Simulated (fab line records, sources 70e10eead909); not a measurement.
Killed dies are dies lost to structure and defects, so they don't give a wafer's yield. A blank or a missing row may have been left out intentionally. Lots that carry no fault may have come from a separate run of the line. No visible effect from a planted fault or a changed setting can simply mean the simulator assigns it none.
8D (eight disciplines) problem report, filled in by code || flow nand_harc || the parts of the form that need people (team, actions taken, sign-off) are left out

== 1. THE ISSUE ==
At NHARC_A_CONTACT_ETCH_91, oes_product_au averages 0.78 a.u. over 6 wafers from 2 lots, while fault-free wafers read 0.94 a.u., standard deviation 0.032. That puts it -5.1 standard deviations away from the usual mean.
The step: etches the open film in CH3F/O2, target depth 40 nm, time 85.7 s.
First seen on wafer L524.2, day 29 20:34, on rie_diel-08. Wafers with a number at this step in the record: 42, from 14 lots. Rule for "out", or "out of limits": more than 4 standard deviations from the usual mean. The rest of the wafers with a number are treated as sound.

== 2. WHAT IT IS; WHAT IT IS NOT ==
{"question": "which readings at this step", "is": "oes_product_au", "is not": "ch3f_flow_sccm, drypump_motor_current_A, rf_vpp_V, showerhead_plenum_p_Torr"}
{"question": "which lots", "is": "L524, L526", "is not": "L506, L507, L508, L509, L510, L511, L512, L513, L514, L515, L518, L528"}
{"question": "which wafers of those lots", "is": "all that have a number", "is not": "-"}
{"question": "read on which tools", "is": "rie_diel-08", "is not": "rie_diel-01, rie_diel-04"}
{"question": "when", "is": "from day 29 20:34", "is not": "up to then (33 sound wafers); but 3 sound wafers of L528 came after"}

== 3. WHAT RULES OUT EACH SUSPECT ==
Counting: a tool at a process step up to the reading stays a suspect if it ran every lot that is out and no sound lot after the first of them.
- rie_diel-08 at NHARC_A_CONTACT_ETCH_91 (etches the open film in CH3F/O2, target depth 40 nm, time 85.7 s): kept. Every lot that is out went through it, starting with L524 (day 29 20:34), and after that it ran no sound lot; the last sound lot it ran before then is L518 (day 27 16:59). Its own readings are out on those wafers: oes_product_au.
Remaining after the count: rie_diel-08 at NHARC_A_CONTACT_ETCH_91.

== 4. THE CAUSE (what the simulator had put in) ==
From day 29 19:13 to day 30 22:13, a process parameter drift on rie_diel-08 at NHARC_A_CONTACT_ETCH_91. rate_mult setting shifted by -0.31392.
Only this tool survived the counting.

== 5. SEQUENCE OF EFFECTS, ordered by route ==
Each row: a reading whose mean over the struck wafers that have a number lies more than 3 standard deviations from the usual. Readings are gone through only where the record gives a usual standard deviation; hours: the median, over the lots, of the time from a lot's start at the first step in this table giving one to that lot's start at this step; sigmas: the change measured in usual standard deviations.
{"hours": 0, "step": "NHARC_A_CONTACT_ETCH_91", "reading": "oes_product_au", "usual": "0.94 a.u.", "on struck wafers": 0.78, "change": -0.16, "sigmas": -5.1}
Process steps it contains:
- NHARC_A_CONTACT_ETCH_91: etches the open film in CH3F/O2, target depth 40 nm, time 85.7 s.

== 6. WHAT WOULD HAVE CAUGHT IT SOONER ==
In this record the first reading out of limits was taken at day 29 20:34, 1 hour after the fault began at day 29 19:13.
